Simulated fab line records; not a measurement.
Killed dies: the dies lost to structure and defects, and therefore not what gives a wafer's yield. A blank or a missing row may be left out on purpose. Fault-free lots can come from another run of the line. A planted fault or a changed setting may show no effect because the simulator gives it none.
fab line records	flow n5_finfet	part 1 of 2: steps 1 to 21 of 29
record lots=5	wafers=15	last_day=15
route steps=1938 shown BEOL_M0_SAQP@677 BEOL_M0_CUTY@701
lots that met no fault: taken from a fault-free run of the same line
start_h: the number of hours between the record's first day and the start of the first shown wafer of the lot	wait_h: hours from the lot's prior step to this one	" as in the row above	L1.1+2: several wafers, shown together as one row	- either no value or no given start	* or withheld: withheld	< > ~ a bound
route shown NAME@n: NAME is a module with steps in the file, n the number in the route of the first one	usual: mean and standard deviation over wafers with no fault	same: alike in all rows	chamber/n: place in a boat	sites: the reading at each site	_std_site: the standard deviation of these	_edge_site: inner sites' mean taken away from outer sites' mean	radius_mm: for every site, how far away it sits from the centre of the wafer	mask NAME#n: copy n	behind: tool/chamber where the wafer was last shaped	hold: what put the lot on hold/how long, in hours/how the hold closed	device: whichever transistor did not switch (one of n, p or np)	end of line: the route-end tests of the same wafers	step lacking rows: just its recipe	killed: the dies lost at the first sort to structure and to defects; this is not the yield of the wafer	map: dies across one wafer; x = killed, . = not, _ = none there
set.NAME: the setting that was run; set.NAME@STEP: the one run at that earlier step	model.NAME: the simulator's own value behind a step, which no gauge read
lots seen at some steps along the route; tables by step, rows by wafer
services: when a tool's chamber went out of use (start_h, in hours from the record's first day, below 0 if earlier), for how many hours, and the reason
## steps
# step N5_BEOL_M0_SAQP_SPACER2_ETCHBACK_27
# recipe chemistry=CHF3/O2	mode=anisotropic_etchback	target=SiO2	target_depth_a=225	time_s=11.25	pressure_mtorr=30	source_w=650	bias_w=170	Ar_flow_sccm=200	CHF3_flow_sccm=50	O2_flow_sccm=5	ion_energy_ev=200
# usual drypump_motor_current_A=5.5/0.52	oes_f_703_au=0.75/0.05	oes_product_au=0.75/0.048	rf_vpp_V=522/5.5	showerhead_plenum_p_Torr=2.37/0.085	throttle_valve_pct=18.88/0.19
lot.wafer	tool	chamber	start_h	wait_h	drypump_motor_current_A	oes_f_703_au	oes_product_au	rf_hours_counter_h	rf_vpp_V	showerhead_plenum_p_Torr	throttle_valve_pct
L077.1	rie_diel-02	2	130.87	0.3	5.1	0.75	0.76	145	523	2.32	18.82
L077.4	"	1	"	"	6.3	0.80	0.78	-	519	2.32	18.66
L077.6	"	0	"	"	5.3	0.89	0.90	-	527	2.55	18.52
L080.1	rie_diel-06	1	142.83	0.3	5.0	0.80	0.78	132	514	2.32	18.90
L080.5	"	0	"	"	5.5	0.72	0.73	-	534	2.42	19.23
L080.6	"	1	"	"	4.9	0.79	0.78	-	513	2.32	18.90
L083.1	rie_diel-01	3	167.60	0.3	5.7	0.70	0.71	231	522	2.39	18.99
L083.3	"	0	"	"	5.4	0.81	0.80	104	517	2.24	18.69
L083.6	"	3	"	"	5.8	0.70	0.70	-	520	2.39	18.99
L084.2	rie_diel-02	3	171.44	0.4	5.9	0.79	0.78	136	528	2.42	18.84
L084.3	"	0	"	"	5.3	0.88	0.88	44	528	2.55	18.54
L084.4	"	1	"	"	6.3	0.78	0.78	147	519	2.31	18.71
L088.2	rie_diel-01	3	200.96	0.3	5.8	0.69	0.69	241	522	2.39	19.00
L088.4	"	2	"	"	6.3	0.73	0.72	164	523	2.40	18.74
L088.6	"	0	"	"	5.4	0.80	0.77	-	518	2.24	18.70
# step N5_BEOL_M0_SAQP_MANDREL2_REMOVE_110
# recipe chemistry=HBr/Cl2/O2	bt_time_s=10	target=a-Si	stop_on=SiCN	endpoint=OES-SiCl	over_etch_frac=1	icp_w=600	bias_w=30	HBr_flow_sccm=150	Cl2_flow_sccm=80	O2_flow_sccm=5	pressure_mtorr=10
# usual drypump_motor_current_A=5.7/0.46	oes_product_au=0.996/0.019	throttle_valve_pct=36.79/0.23
lot.wafer	tool	chamber	start_h	wait_h	drypump_motor_current_A	oes_product_au	rf_hours_counter_h	throttle_valve_pct
L077.1	rie_si-03	0	130.96	0.1	5.4	0.996	172	36.54
L077.4	"	3	"	"	5.8	1.004	170	36.78
L077.6	"	2	"	"	6.1	0.987	-	36.92
L080.1	rie_si-01	2	142.92	0.1	5.2	1.014	0	36.98
L080.5	"	0	"	"	5.8	0.998	-	36.85
L080.6	"	1	"	"	6.0	0.988	-	36.66
L083.1	rie_si-01	1	167.69	0.1	6.0	0.982	148	36.67
L083.3	"	2	"	"	5.2	1.017	0	36.99
L083.6	"	0	"	"	5.8	1.003	-	36.86
L084.2	rie_si-04	2	171.53	0.1	4.9	0.973	136	36.99
L084.3	"	1	"	"	5.5	1.002	16	37.10
L084.4	"	3	"	"	5.8	0.987	6	36.80
L088.2	rie_si-03	2	201.05	0.1	6.1	0.984	81	36.89
L088.4	"	1	"	"	5.7	1.013	91	36.86
L088.6	"	3	"	"	5.9	1.007	-	36.79
# step N5_BEOL_M0_SAQP_CD_MEAS_29
# recipe target_cd_nm=14.4	landing_energy_ev=1000	detector=se_inlens
# usual cd_nm=14.97/0.22
# same landing_energy_ev=1000
lot.wafer	tool	chamber	start_h	wait_h	cd_nm
L077.1	cd_sem-03	0	131.07	0.1	14.89
L077.4	"	0	"	"	14.56
L077.6	"	0	"	"	14.87
L080.1	cd_sem-01	0	143.03	0.1	15.05
L080.5	"	0	"	"	14.85
L080.6	"	0	"	"	14.81
L083.1	cd_sem-02	0	167.80	0.1	14.73
L083.3	"	0	"	"	15.04
L083.6	"	0	"	"	14.80
L084.2	cd_sem-02	0	171.64	0.1	15.35
L084.3	"	0	"	"	14.88
L084.4	"	0	"	"	15.50
L088.2	cd_sem-03	0	201.16	0.1	14.96
L088.4	"	0	"	"	14.71
L088.6	"	0	"	"	14.98
# step N5_BEOL_M0_SAQP_COAT_69
# recipe resist=SOC	temp_c=250	time_s=60	spin_rpm=1500	resist_thk_nm=90
# usual plate_temp_C=250.01/0.17
lot.wafer	tool	chamber	start_h	wait_h	plate_temp_C
L077.1	litho_track-03	0	131.10	0.0	250.00
L077.4	"	0	"	"	249.90
L077.6	"	0	"	"	249.98
L080.1	litho_track-05	0	143.06	0.0	250.12
L080.5	"	0	"	"	250.01
L080.6	"	0	"	"	250.04
L083.1	litho_track-02	0	167.83	0.0	250.15
L083.3	"	0	"	"	250.12
L083.6	"	0	"	"	250.02
L084.2	litho_track-03	0	171.67	0.0	249.87
L084.3	"	0	"	"	249.85
L084.4	"	0	"	"	249.98
L088.2	litho_track-03	0	201.19	0.0	249.87
L088.4	"	0	"	"	250.09
L088.6	"	0	"	"	249.67
# step N5_BEOL_M0_SAQP_COAT_72
# recipe resist=SiARC	temp_c=220	time_s=60	spin_rpm=1500	resist_thk_nm=15
# usual plate_temp_C=220.01/0.18
lot.wafer	tool	chamber	start_h	wait_h	plate_temp_C
L077.1	litho_track-03	0	-	-	219.99
L077.4	"	0	"	"	220.05
L077.6	"	0	"	"	219.95
L080.1	litho_track-05	0	-	-	219.94
L080.5	"	0	"	"	219.99
L080.6	"	0	"	"	219.91
L083.1	litho_track-02	0	-	-	220.13
L083.3	"	0	"	"	219.97
L083.6	"	0	"	"	219.84
L084.2	litho_track-03	0	-	-	219.82
L084.3	"	0	"	"	219.89
L084.4	"	0	"	"	219.78
L088.2	litho_track-03	0	-	-	219.75
L088.4	"	0	"	"	220.10
L088.6	"	0	"	"	219.87
# step N5_BEOL_M0_SAQP_COAT_87
# recipe resist=underlayer	temp_c=205	time_s=60	spin_rpm=1500	resist_thk_nm=5
# usual plate_temp_C=205.03/0.15
lot.wafer	tool	chamber	start_h	wait_h	plate_temp_C
L077.1	litho_track-03	0	-	-	205.02
L077.4	"	0	"	"	204.93
L077.6	"	0	"	"	205.10
L080.1	litho_track-05	0	-	-	205.06
L080.5	"	0	"	"	205.11
L080.6	"	0	"	"	205.00
L083.1	litho_track-02	0	-	-	204.89
L083.3	"	0	"	"	204.90
L083.6	"	0	"	"	204.80
L084.2	litho_track-03	0	-	-	204.93
L084.3	"	0	"	"	204.88
L084.4	"	0	"	"	204.68
L088.2	litho_track-03	0	-	-	204.96
L088.4	"	0	"	"	204.83
L088.6	"	0	"	"	204.80
# step N5_BEOL_M0_SAQP_COAT_34
# recipe resist=CAR-EUV	spin_rpm=1500	resist_thk_nm=30
lot.wafer	tool	chamber	start_h	wait_h
L077.1+4+6	litho_track-03	0	-	-
L080.1+5+6	litho_track-05	0	-	-
L083.1+3+6	litho_track-02	0	-	-
L084.2+3+4	litho_track-03	0	-	-
L088.2+4+6	litho_track-03	0	-	-
# step N5_BEOL_M0_SAQP_EBR_36
# recipe solvent=PGMEA	ebr_width_mm=1.5
lot.wafer	tool	chamber	start_h	wait_h
L077.1+4+6	litho_track-03	0	-	-
L080.1+5+6	litho_track-05	0	-	-
L083.1+3+6	litho_track-02	0	-	-
L084.2+3+4	litho_track-03	0	-	-
L088.2+4+6	litho_track-03	0	-	-
# step N5_BEOL_M0_SAQP_SOFTBAKE_35
# recipe temp_c=110	time_s=60	resist=CAR-EUV
# usual plate_temp_C=110.00/0.13
lot.wafer	tool	chamber	start_h	wait_h	plate_temp_C
L077.1	litho_track-03	0	-	-	110.13
L077.4	"	0	"	"	110.02
L077.6	"	0	"	"	110.11
L080.1	litho_track-05	0	-	-	110.15
L080.5	"	0	"	"	110.14
L080.6	"	0	"	"	110.11
L083.1	litho_track-02	0	-	-	110.02
L083.3	"	0	"	"	110.08
L083.6	"	0	"	"	109.98
L084.2	litho_track-03	0	-	-	109.76
L084.3	"	0	"	"	109.85
L084.4	"	0	"	"	109.95
L088.2	litho_track-03	0	-	-	110.23
L088.4	"	0	"	"	109.75
L088.6	"	0	"	"	110.02
# step N5_BEOL_M0_SAQP_EXPOSE_37
# recipe mask_id=M0_CUT1	na=0.33	source_shape=annular	sigma_inner=0.35	sigma_outer=0.8	polarization=unpolarized	target_cd_nm=30	dose_mj=44.75
# same na=0.33
lot.wafer	tool	chamber	start_h	wait_h	mask
L077.1+4+6	euv_scanner-02	0	131.24	-	M0_CUT1#0
L080.1+5+6	euv_scanner-01	0	143.20	-	M0_CUT1#0
L083.1+3+6	euv_scanner-02	0	168.09	-	M0_CUT1#0
L084.2+3+4	euv_scanner-01	0	171.94	-	M0_CUT1#0
L088.2+4+6	euv_scanner-01	0	201.46	-	M0_CUT1#0
# step N5_BEOL_M0_SAQP_PEB_38
# recipe peb_temp_c=100	peb_time_s=60	resist=CAR-EUV
# usual plate_temp_C=100.00/0.13
lot.wafer	tool	chamber	start_h	wait_h	plate_temp_C
L077.1	litho_track-03	0	131.31	0.1	100.18
L077.4	"	0	"	"	100.18
L077.6	"	0	"	"	99.90
L080.1	litho_track-03	0	143.27	0.1	99.98
L080.5	"	0	"	"	99.86
L080.6	"	0	"	"	99.85
L083.1	litho_track-02	0	168.16	0.1	99.89
L083.3	"	0	"	"	99.90
L083.6	"	0	"	"	100.00
L084.2	litho_track-02	0	172.00	0.1	100.06
L084.3	"	0	"	"	100.24
L084.4	"	0	"	"	99.92
L088.2	litho_track-05	0	201.52	0.1	100.12
L088.4	"	0	"	"	100.29
L088.6	"	0	"	"	100.23
# step N5_BEOL_M0_SAQP_DEVELOP_39
# recipe develop_time_s=30	developer=TMAH	resist=CAR-EUV	rinse_liquid=surfactant_rinse	dry=air_spin	dev_temp_c=23
# same develop_time_s=30
lot.wafer	tool	chamber	start_h	wait_h
L077.1+4+6	litho_track-03	0	-	-
L080.1+5+6	litho_track-03	0	-	-
L083.1+3+6	litho_track-02	0	-	-
L084.2+3+4	litho_track-02	0	-	-
L088.2+4+6	litho_track-05	0	-	-
# step N5_BEOL_M0_SAQP_CD_MEAS_40
# recipe target_cd_nm=30	landing_energy_ev=500	detector=se_inlens
# usual cd_nm=30.01/0.25
# same landing_energy_ev=500
lot.wafer	tool	chamber	start_h	wait_h	cd_nm
L077.1	cd_sem-02	0	131.37	-	29.86
L077.4	"	0	"	"	30.16
L077.6	"	0	"	"	30.03
L080.1	cd_sem-02	0	143.33	-	29.81
L080.5	"	0	"	"	29.81
L080.6	"	0	"	"	29.91
L083.1	cd_sem-01	0	168.23	-	30.16
L083.3	"	0	"	"	29.64
L083.6	"	0	"	"	29.34
L084.2	cd_sem-03	0	172.07	-	30.12
L084.3	"	0	"	"	29.78
L084.4	"	0	"	"	30.38
L088.2	cd_sem-02	0	201.59	-	29.99
L088.4	"	0	"	"	30.30
L088.6	"	0	"	"	30.41
# step N5_BEOL_M0_SAQP_OVL_MEAS_41
# recipe points_per_wafer=522
# usual M0_CUT1_OVL=-0.3/0.58
lot.wafer	tool	chamber	start_h	wait_h	M0_CUT1_OVL[nm]
L077.1	overlay-02	0	131.40	0.0	-0.8
L077.4	"	0	"	"	0.3
L077.6	"	0	"	"	0.0
L080.1	overlay-02	0	143.37	0.0	0.2
L080.5	"	0	"	"	0.1
L080.6	"	0	"	"	-0.2
L083.1	overlay-02	0	168.26	0.0	-0.5
L083.3	"	0	"	"	-0.2
L083.6	"	0	"	"	-0.8
L084.2	overlay-02	0	172.11	0.0	-0.3
L084.3	"	0	"	"	0.2
L084.4	"	0	"	"	-0.1
L088.2	overlay-02	0	201.63	0.0	-0.9
L088.4	"	0	"	"	-0.3
L088.6	"	0	"	"	-1.2
# step N5_BEOL_M0_SAQP_INSPECT_42
# recipe mode=adi	inspect_instrument=brightfield
# usual raw_defect_count=283/77
lot.wafer	tool	chamber	start_h	wait_h	raw_defect_count
L077.1	defect_inspect-02	-	131.46	0.1	210
L077.4	"	-	"	"	289
L077.6	"	-	"	"	219
L080.1	defect_inspect-02	-	143.42	0.1	308
L080.5	"	-	"	"	309
L080.6	"	-	"	"	374
L083.1	defect_inspect-01	-	168.32	0.1	256
L083.3	"	-	"	"	386
L083.6	"	-	"	"	248
L084.2	defect_inspect-02	-	172.17	0.1	493
L084.3	"	-	"	"	477
L084.4	"	-	"	"	358
L088.2	defect_inspect-02	-	201.68	0.0	351
L088.4	"	-	"	"	282
L088.6	"	-	"	"	346
# step N5_BEOL_M0_SAQP_DESCUM_45
# recipe chemistry=O2	time_s=7	source_power_w=50	bias_power_w=20	pressure_mtorr=20	rf_frequency_hz=2.712e+07	temp_c=40	resist=CAR-EUV	o2_flow_sccm=225
# usual drypump_motor_current_A=5.5/0.5	oes_product_au=0.75/0.049	rf_vpp_V=242.7/1.3	showerhead_plenum_p_Torr=2.06/0.078	throttle_valve_pct=20.37/0.16
lot.wafer	tool	chamber	start_h	wait_h	drypump_motor_current_A	oes_product_au	rf_hours_counter_h	rf_vpp_V	showerhead_plenum_p_Torr	throttle_valve_pct
L077.1	rie_diel-06	3	132.12	0.7	5.6	0.68	214	241.8	1.99	20.33
L077.4	"	1	"	"	4.9	0.78	128	243.1	2.02	20.42
L077.6	"	3	"	"	5.6	0.68	-	241.9	1.99	20.33
L080.1	rie_diel-02	3	143.71	0.3	5.9	0.78	128	244.1	2.10	20.37
L080.5	"	0	"	"	5.3	0.89	-	243.9	2.23	20.09
L080.6	"	1	"	"	6.3	0.79	-	242.3	2.01	20.21
L083.1	rie_diel-01	0	168.51	0.2	5.4	0.79	105	240.2	1.94	20.19
L083.3	"	2	"	"	6.3	0.74	154	242.8	2.09	20.29
L083.6	"	2	"	"	6.3	0.73	-	241.7	2.09	20.29
L084.2	rie_diel-06	2	172.51	0.3	5.0	0.75	152	241.0	2.00	20.32
L084.3	"	0	"	"	5.5	0.73	155	244.2	2.08	20.69
L084.4	"	1	"	"	5.0	0.77	142	242.7	2.01	20.43
L088.2	rie_diel-01	3	201.71	0.0	5.8	0.70	241	241.7	2.06	20.46
L088.4	"	2	"	"	6.3	0.72	164	242.1	2.09	20.30
L088.6	"	2	"	"	6.3	0.72	-	243.7	2.09	20.33
# step N5_BEOL_M0_SAQP_ETCH_88
# recipe chemistry=N2/H2	target=underlayer	target_depth_a=65	time_s=5.2	ion_energy_ev=200	mask_material=CAR-EUV	pressure_mtorr=30	source_w=840	bias_w=150	n2_flow_sccm=200	h2_flow_sccm=200	ends=cleared
# usual drypump_motor_current_A=5.5/0.5	etch_rf_on_time_s=5.19/0.069	n2_flow_sccm=200.0/0.58	oes_product_au=0.64/0.043	rf_vpp_V=522.8/2.9	showerhead_plenum_p_Torr=2.50/0.093	throttle_valve_pct=17.84/0.19
lot.wafer	tool	chamber	start_h	wait_h	drypump_motor_current_A	etch_rf_on_time_s	n2_flow_sccm	oes_product_au	rf_hours_counter_h	rf_vpp_V	showerhead_plenum_p_Torr	throttle_valve_pct
L077.1	rie_diel-06	3	132.15	0.0	5.6	5.25	200.4	0.58	214	519.5	2.41	17.88
L077.4	"	1	"	"	5.0	5.12	200.6	0.68	128	522.6	2.45	17.80
L077.6	"	3	"	"	5.6	5.21	200.2	0.58	-	517.6	2.41	17.87
L080.1	rie_diel-02	3	143.75	0.0	5.9	5.09	199.0	0.67	128	525.2	2.55	17.76
L080.5	"	0	"	"	5.3	5.12	200.4	0.76	-	528.7	2.70	17.56
L080.6	"	1	"	"	6.3	5.14	200.1	0.68	-	522.8	2.45	17.72
L083.1	rie_diel-01	0	168.54	0.0	5.4	5.02	199.0	0.68	105	519.5	2.35	17.63
L083.3	"	2	"	"	6.3	5.15	199.1	0.62	154	523.5	2.53	17.65
L083.6	"	2	"	"	6.3	5.24	200.4	0.63	-	523.3	2.54	17.68
L084.2	rie_diel-06	2	172.55	0.0	5.0	5.22	200.1	0.64	152	518.5	2.44	17.82
L084.3	"	0	"	"	5.6	5.31	199.6	0.62	155	525.6	2.54	18.23
L084.4	"	1	"	"	5.0	5.18	199.7	0.66	142	522.3	2.44	17.84
L088.2	rie_diel-01	3	201.75	0.0	5.7	5.11	199.7	0.59	241	523.0	2.51	18.07
L088.4	"	2	"	"	6.3	5.26	199.9	0.61	164	524.5	2.53	17.72
L088.6	"	2	"	"	6.3	5.17	200.7	0.62	-	523.2	2.53	17.70
# step N5_BEOL_M0_SAQP_ETCH_73
# recipe chemistry=CF4	target=SiARC	target_depth_a=195	mask_material=CAR-EUV	time_s=32.5	ion_energy_ev=80	pressure_mtorr=40	source_w=545	bias_w=36	Ar_flow_sccm=100	cf4_flow_sccm=100	ends=cleared
# usual drypump_motor_current_A=5.5/0.5	etch_rf_on_time_s=32.5/0.45	oes_product_au=0.64/0.043	rf_vpp_V=183.7/1.2	showerhead_plenum_p_Torr=2.11/0.074	throttle_valve_pct=15.59/0.19
lot.wafer	tool	chamber	start_h	wait_h	drypump_motor_current_A	etch_rf_on_time_s	oes_product_au	rf_hours_counter_h	rf_vpp_V	showerhead_plenum_p_Torr	throttle_valve_pct
L077.1	rie_diel-06	3	132.17	0.0	5.5	32.9	0.58	214	183.5	2.03	15.55
L077.4	"	1	"	"	4.9	32.0	0.68	128	185.1	2.07	15.62
L077.6	"	3	"	"	5.6	33.0	0.58	-	182.4	2.03	15.54
L080.1	rie_diel-02	3	143.77	0.0	5.9	32.0	0.68	128	184.0	2.16	15.56
L080.5	"	0	"	"	5.2	32.3	0.77	-	187.1	2.27	15.22
L080.6	"	1	"	"	6.2	32.5	0.67	-	182.6	2.05	15.40
L083.1	rie_diel-01	0	168.56	0.0	5.4	31.8	0.68	105	182.9	1.99	15.40
L083.3	"	2	"	"	6.3	32.5	0.63	154	183.5	2.13	15.49
L083.6	"	2	"	"	6.3	32.6	0.62	-	184.3	2.13	15.47
L084.2	rie_diel-06	2	172.56	0.0	5.0	32.8	0.63	152	182.9	2.07	15.63
L084.3	"	0	"	"	5.5	33.7	0.62	155	183.2	2.14	15.91
L084.4	"	1	"	"	4.9	32.7	0.67	142	181.9	2.07	15.65
L088.2	rie_diel-01	3	201.76	0.0	5.7	32.6	0.59	241	184.7	2.12	15.76
L088.4	"	2	"	"	6.3	33.2	0.61	164	183.1	2.13	15.47
L088.6	"	2	"	"	6.3	33.0	0.61	-	184.5	2.13	15.49
# step N5_BEOL_M0_SAQP_CUT_ETCH_46
# recipe chemistry=N2/H2	target=SOC	target_depth_a=1350	overetch_a=270	temp_c=40	time_s=202.5	ion_energy_ev=200	mask_material=SiARC	pressure_mtorr=30	source_w=840	bias_w=150	n2_flow_sccm=200	h2_flow_sccm=200
# usual drypump_motor_current_A=5.5/0.5	n2_flow_sccm=200.0/0.61	rf_vpp_V=522.8/2.8	showerhead_plenum_p_Torr=2.50/0.093	throttle_valve_pct=17.80/0.19
lot.wafer	tool	chamber	start_h	wait_h	drypump_motor_current_A	n2_flow_sccm	rf_hours_counter_h	rf_vpp_V	showerhead_plenum_p_Torr	throttle_valve_pct
L077.1	rie_diel-06	3	132.20	0.0	5.6	199.6	214	520.4	2.41	17.85
L077.4	"	1	"	"	5.0	200.2	128	520.7	2.45	17.76
L077.6	"	3	"	"	5.6	199.7	-	520.0	2.41	17.84
L080.1	rie_diel-02	3	143.80	0.0	5.9	199.0	128	523.7	2.55	17.68
L080.5	"	0	"	"	5.3	199.9	-	528.4	2.70	17.52
L080.6	"	1	"	"	6.3	199.7	-	521.0	2.45	17.65
L083.1	rie_diel-01	0	168.59	0.0	5.4	199.7	105	518.0	2.35	17.58
L083.3	"	2	"	"	6.3	201.0	154	525.3	2.53	17.62
L083.6	"	2	"	"	6.4	200.4	-	523.0	2.53	17.63
L084.2	rie_diel-06	2	172.60	0.0	5.0	199.6	152	521.5	2.44	17.76
L084.3	"	0	"	"	5.6	201.5	155	525.3	2.54	18.18
L084.4	"	1	"	"	5.0	199.1	142	521.2	2.44	17.78
L088.2	rie_diel-01	3	201.80	0.0	5.7	199.9	241	523.9	2.51	18.04
L088.4	"	2	"	"	6.3	200.4	164	524.2	2.53	17.64
L088.6	"	2	"	"	6.3	199.9	-	525.8	2.53	17.66
# step N5_BEOL_M0_SAQP_STRIP_74
# recipe chemistry=N2/H2	temp_c=40	n2_flow_sccm=200	h2_flow_sccm=200	rf_frequency_hz=6e+07
lot.wafer	tool	chamber	start_h	wait_h
L077.1+4+6	rie_diel-06	3,1,3	132.36	0.1
L080.1+5+6	rie_diel-02	3,0,1	143.95	0.1
L083.1+3+6	rie_diel-01	0,2,2	168.75	0.1
L084.2+3+4	rie_diel-06	2,0,1	172.75	0.1
L088.2+4+6	rie_diel-01	3,2,2	201.95	0.1
# step N5_BEOL_M0_SAQP_STRIP_89
# recipe chemistry=N2/H2	temp_c=40	n2_flow_sccm=200	h2_flow_sccm=200	rf_frequency_hz=6e+07
lot.wafer	tool	chamber	start_h	wait_h
L077.1+4+6	rie_diel-06	3,1,3	132.37	0.0
L080.1+5+6	rie_diel-02	3,0,1	143.96	0.0
L083.1+3+6	rie_diel-01	0,2,2	168.76	0.0
L084.2+3+4	rie_diel-06	2,0,1	172.76	0.0
L088.2+4+6	rie_diel-01	3,2,2	201.96	0.0
